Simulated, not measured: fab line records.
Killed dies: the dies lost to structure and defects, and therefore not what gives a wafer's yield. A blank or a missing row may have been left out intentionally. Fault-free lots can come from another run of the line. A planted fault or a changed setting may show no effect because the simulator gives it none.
Which tool is to blame? :: flow n5 finfet :: Sampling: 11 lots, 32 wafers, 4 of 1938 route steps

WHAT EACH GAUGE READ, for each wafer
N5_PASSIVATION_INSPECT_61: inspects for defects (macro).
lot: L285
measured: day 11 23:23
on: defect inspect-01
raw defect count: 1 3 1

lot: L286
measured: day 12 00:44
on: defect inspect-01
raw defect count: 2 1

lot: L287
measured: day 12 04:12
on: defect inspect-01
raw defect count: 5 2 3

lot: L292
measured: day 13 14:22
on: defect inspect-01
raw defect count: 1 2 4

lot: L293
measured: day 14 16:13
on: defect inspect-02
raw defect count: >300 >300 >300

lot: L297
measured: day 15 04:01
on: defect inspect-01
raw defect count: >300 >300 >300

lot: L299
measured: day 15 14:33
on: defect inspect-01
raw defect count: 3 3 2

lot: L304
measured: day 17 12:41
on: defect inspect-01
raw defect count: 1 5 0

lot: L306
measured: day 17 12:38
on: defect inspect-02
raw defect count: 1 0 2

lot: L305
measured: day 17 13:29
on: defect inspect-02
raw defect count: 1 4 5

lot: L308
measured: day 17 18:53
on: defect inspect-02
raw defect count: 6 5 2

WHAT TOOL EACH LOT RAN ON (gives the tool, then ch and the chambers of the sampled wafers, and finally the start)
lot: L285
N5_MIM_TOP_ALD_01: ald hk-01 ch 0,2,3, day 11 22:05 or earlier
N5_MIM_BOT_ETCH_ETCH_03: rie metal-01 ch 0,1, day 11 22:05
N5_PASSIVATION_PECVD_55: pecvd-02 ch 0,2, day 11 22:51

lot: L286
N5_MIM_TOP_ALD_01: ald hk-03 ch 0,1, day 11 23:20 or earlier
N5_MIM_BOT_ETCH_ETCH_03: rie metal-02 ch 0,1, day 11 23:20
N5_PASSIVATION_PECVD_55: pecvd-01 ch 0,1, day 12 00:08

lot: L287
N5_MIM_TOP_ALD_01: ald hk-02 ch 0,1,2, day 12 02:11 or earlier
N5_MIM_BOT_ETCH_ETCH_03: rie metal-02 ch 0,1, day 12 02:11
N5_PASSIVATION_PECVD_55: pecvd-01 ch 0,1,2, day 12 02:55

lot: L292
N5_MIM_TOP_ALD_01: ald hk-02 ch 0,2,3, day 13 11:17 or earlier
N5_MIM_BOT_ETCH_ETCH_03: rie metal-02 ch 0,1, day 13 11:17
N5_PASSIVATION_PECVD_55: pecvd-04 ch 0,1,2, day 13 12:17

lot: L293
N5_MIM_TOP_ALD_01: ald hk-03 ch 0,1, day 14 12:40 or earlier
N5_MIM_BOT_ETCH_ETCH_03: rie metal-03 ch 0,1, day 14 12:40
N5_PASSIVATION_PECVD_55: pecvd-04 ch 0,1, day 14 13:25

lot: L297
N5_MIM_TOP_ALD_01: ald hk-02 ch 0,2,3, day 15 02:13 or earlier
N5_MIM_BOT_ETCH_ETCH_03: rie metal-01 ch 0,1, day 15 02:13
N5_PASSIVATION_PECVD_55: pecvd-04 ch 0,2, day 15 03:21

lot: L299
N5_MIM_TOP_ALD_01: ald hk-02 ch 2,3, day 15 12:08 or earlier
N5_MIM_BOT_ETCH_ETCH_03: rie metal-03 ch 0,1, day 15 12:08
N5_PASSIVATION_PECVD_55: pecvd-01 ch 1,2, day 15 12:55

lot: L304
N5_MIM_TOP_ALD_01: ald hk-03 ch 1,3, day 17 08:13 or earlier
N5_MIM_BOT_ETCH_ETCH_03: rie metal-02 ch 0,1, day 17 08:13
N5_PASSIVATION_PECVD_55: pecvd-01 ch 0,2, day 17 08:57

lot: L306
N5_MIM_TOP_ALD_01: ald hk-01 ch 1,2,3, day 17 08:37 or earlier
N5_MIM_BOT_ETCH_ETCH_03: rie metal-03 ch 0,1, day 17 08:37
N5_PASSIVATION_PECVD_55: pecvd-04 ch 1,2, day 17 09:29

lot: L305
N5_MIM_TOP_ALD_01: ald hk-03 ch 0,1,2, day 17 12:05 or earlier
N5_MIM_BOT_ETCH_ETCH_03: rie metal-01 ch 0,1, day 17 12:05
N5_PASSIVATION_PECVD_55: pecvd-04 ch 1,2, day 17 12:50

lot: L308
N5_MIM_TOP_ALD_01: ald hk-02 ch 0,2, day 17 15:31 or earlier
N5_MIM_BOT_ETCH_ETCH_03: rie metal-01 ch 0, day 17 15:31
N5_PASSIVATION_PECVD_55: pecvd-04 ch 0,2, day 17 16:15
- N5_MIM_TOP_ALD_01: deposits HfO2, target thk 5.6 nm, pulse time 1 s, purge time 3 s.
- N5_MIM_BOT_ETCH_ETCH_03: etches the open film in Cl2/BCl3, target depth 12 nm.
- N5_PASSIVATION_PECVD_55: deposits SiO2 from SiH4/N2O, target thk 400 nm, time 22.5 s.

THE ANSWER, worked out from the rows above alone
Rule: usual is defined by the lots themselves. The widest of any qualifying gaps counts: lots, ordered by their means at a reading, are off when they make up no more than a third of the lots, leave a main group of 4 or more, and stand apart from it by 3 or more times the standard deviation of that group's means. A main group whose means are all the same, to the digits that the tables above print for the reading, isn't used. Also off: a lot with no number at a reading for which 4 or more lots have one. All remaining lots with rows at the step are treated as sound.
Off at N5_PASSIVATION_INSPECT_61 (raw defect count): L293, L297. Without a number there: L293, L297. The main group has a mean of 2.5 with a standard deviation of 1.
If a tool, at a process step before that reading, ran all the lots that are off and no sound lot after the first of them, it fits. The gauges at N5_PASSIVATION_INSPECT_61 are tried like those tools. Because N5_MIM_TOP_ALD_01 lacks a start for some lots, the hours and order of its lots are taken from N5_MIM_BOT_ETCH_ETCH_03. Of those tried, none fits.

WHAT HAD BEEN PUT IN BY THE SIMULATOR
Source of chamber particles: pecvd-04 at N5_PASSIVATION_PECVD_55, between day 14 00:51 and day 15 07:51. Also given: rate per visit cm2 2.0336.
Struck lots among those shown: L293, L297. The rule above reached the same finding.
